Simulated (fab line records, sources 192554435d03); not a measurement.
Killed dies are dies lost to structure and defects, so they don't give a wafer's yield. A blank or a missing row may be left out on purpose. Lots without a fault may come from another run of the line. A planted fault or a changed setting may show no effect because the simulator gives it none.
Chamber matching | flow n5_finfet | N5_DUMMY_GATE_ETCH_37 on rie_diel-06: 4 sister chambers
The step etches SOC in N2/H2, target depth 60 nm, overetch 30 nm. 18 wafers are shown with their chamber, then 9 later ones without.

WAFERS WITH THEIR CHAMBER
wafer  | chamber | showerhead_plenum_p_Torr (Torr) | throttle_valve_pct (%) | oes_product_au (a.u.)
L075.2 | 1       | 2.54                            | 18.05                  | 0.62
L075.4 | 2       | 2.61                            | 18.27                  | 0.54
L075.6 | 2       | 2.61                            | 18.25                  | 0.54
L077.1 | 1       | 2.53                            | 18.04                  | 0.62
L077.4 | 1       | 2.53                            | 18.04                  | 0.62
L077.5 | 3       | 2.42                            | 17.93                  | 0.59
L078.1 | 2       | 2.61                            | 18.29                  | 0.54
L078.3 | 3       | 2.42                            | 17.96                  | 0.59
L078.4 | 3       | 2.42                            | 17.96                  | 0.58
L079.1 | 3       | 2.42                            | 17.95                  | 0.58
L079.4 | 1       | 2.53                            | 18.04                  | 0.62
L079.6 | 1       | 2.53                            | 18.06                  | 0.62
L080.1 | 3       | 2.41                            | 17.95                  | 0.59
L080.4 | 1       | 2.53                            | 18.07                  | 0.62
L080.6 | 1       | 2.53                            | 18.05                  | 0.61
L087.1 | 3       | 2.41                            | 17.98                  | 0.57
L087.2 | 1       | 2.53                            | 18.07                  | 0.60
L087.5 | 0       | 2.36                            | 18.00                  | 0.62

SIGNATURES (means of the wafers above)
reading                  | chamber 0 | chamber 1 | chamber 2 | chamber 3 | scatter within a chamber
showerhead_plenum_p_Torr | 2.3600    | 2.5312    | 2.6100    | 2.4167    | 0.00397
throttle_valve_pct       | 18.0000   | 18.0525   | 18.2700   | 17.9550   | 0.0154
oes_product_au           | 0.6200    | 0.6162    | 0.5400    | 0.5833    | 0.00718
Rule: a wafer's distance from a chamber is the root of the sum, over the readings, of the square of ((its reading less the chamber's mean) divided by the reading's scatter). The wafer belongs to the nearest chamber; if the next one is less than 2 further off, it can't be placed. The scatter: the root of (the sum of the squares of (reading less its chamber's mean) over the shown wafers, divided by (wafers less chambers)).

WAFERS WITHOUT THEIR CHAMBER
wafer  | showerhead_plenum_p_Torr (Torr) | throttle_valve_pct (%) | oes_product_au (a.u.)
L091.1 | 2.61                            | 17.85                  | 0.77
L091.2 | 2.41                            | 17.98                  | 0.56
L091.6 | 2.61                            | 17.84                  | 0.76
L094.1 | 2.40                            | 18.00                  | 0.56
L094.2 | 2.52                            | 18.10                  | 0.60
L094.5 | 2.60                            | 17.86                  | 0.76
L097.2 | 2.60                            | 17.85                  | 0.75
L097.3 | 2.40                            | 17.99                  | 0.57
L097.6 | 2.60                            | 17.86                  | 0.75

WHICH CHAMBER EACH WENT THROUGH
wafer  | from the rows above | in truth
L091.1 | 1                   | 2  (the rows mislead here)
L091.2 | 3                   | 3
L091.6 | 1                   | 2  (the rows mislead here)
L094.1 | 3                   | 3
L094.2 | 1                   | 1
L094.5 | 1                   | 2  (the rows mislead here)
L097.2 | 1                   | 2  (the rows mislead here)
L097.3 | 3                   | 3
L097.6 | 1                   | 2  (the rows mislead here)
Placed correctly: 4 of 9. Can't be placed from these rows: 0. Placed wrongly: 5.
